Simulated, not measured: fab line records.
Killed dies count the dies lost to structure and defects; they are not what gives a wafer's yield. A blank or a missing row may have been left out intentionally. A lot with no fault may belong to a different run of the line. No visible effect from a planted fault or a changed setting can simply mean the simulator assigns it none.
Matching of chambers -- flow nand harc -- 4 sister chambers for NHARC_P_M0_DESCUM_14 on rie diel-13
The step chemistry O2, time 3 s. 16 wafers are shown with their chamber, then 8 later ones without.

WAFERS PAIRED WITH THEIR CHAMBERS
wafer,chamber,showerhead plenum p Torr (Torr),drypump motor current A (A),oes product au (a.u.)
L189.1,3,1.84,5.4,0.993
L189.2,2,2.01,5.4,0.998
L189.6,1,1.86,4.8,1.007
L192.3,0,1.80,5.9,1.015
L192.4,2,2.01,5.4,1.010
L192.5,3,1.84,5.4,0.996
L195.1,3,1.84,5.4,0.998
L195.4,2,2.01,5.4,1.016
L195.6,0,1.80,5.8,1.007
L204.4,2,2.01,5.4,1.008
L204.5,3,1.84,5.4,1.000
L204.6,0,1.79,5.9,1.008
L206.1,0,1.79,5.9,1.006
L206.3,2,2.00,5.3,1.014
L206.6,1,1.85,4.8,1.014
L209.3,1,1.85,4.8,1.005

SIGNATURES (averages over the wafers above)
reading,chamber 0,chamber 1,chamber 2,chamber 3,scatter within a chamber
showerhead plenum p Torr,1.7950,1.8533,2.0080,1.8400,0.00453
drypump motor current A,5.875,4.800,5.380,5.400,0.0359
oes product au,1.00900,1.00867,1.00920,0.99675,0.00515
Rule: a wafer lies at a distance from a chamber equal to the root of the sum of squares, over the readings, of (its reading less the chamber's mean, divided by the reading's scatter). If the next closest chamber is less than 2 further off than the closest, the wafer can't be placed; otherwise it belongs to the closest. The scatter is the square root of a quotient: the sum, over the shown wafers, of each reading's squared deviation from its chamber's mean, divided by wafers minus chambers.

WAFERS WITHOUT THEIR CHAMBER
wafer,showerhead plenum p Torr (Torr),drypump motor current A (A),oes product au (a.u.)
L209.4,1.79,5.8,1.005
L209.6,1.79,5.9,1.001
L210.3,1.85,4.8,1.008
L210.5,1.85,4.8,1.018
L210.6,2.01,5.4,1.016
L212.1,1.79,5.9,1.004
L212.2,1.83,5.4,1.011
L212.6,1.79,5.9,1.012

WHICH CHAMBER EACH WENT THROUGH
wafer,from the rows above,in truth
L209.4,0,0
L209.6,0,0
L210.3,1,1
L210.5,1,1
L210.6,2,2
L212.1,0,0
L212.2,3,3
L212.6,0,0
Placed correctly: 8 of 8. Left unplaced by these rows: 0. Wrongly placed: 0.
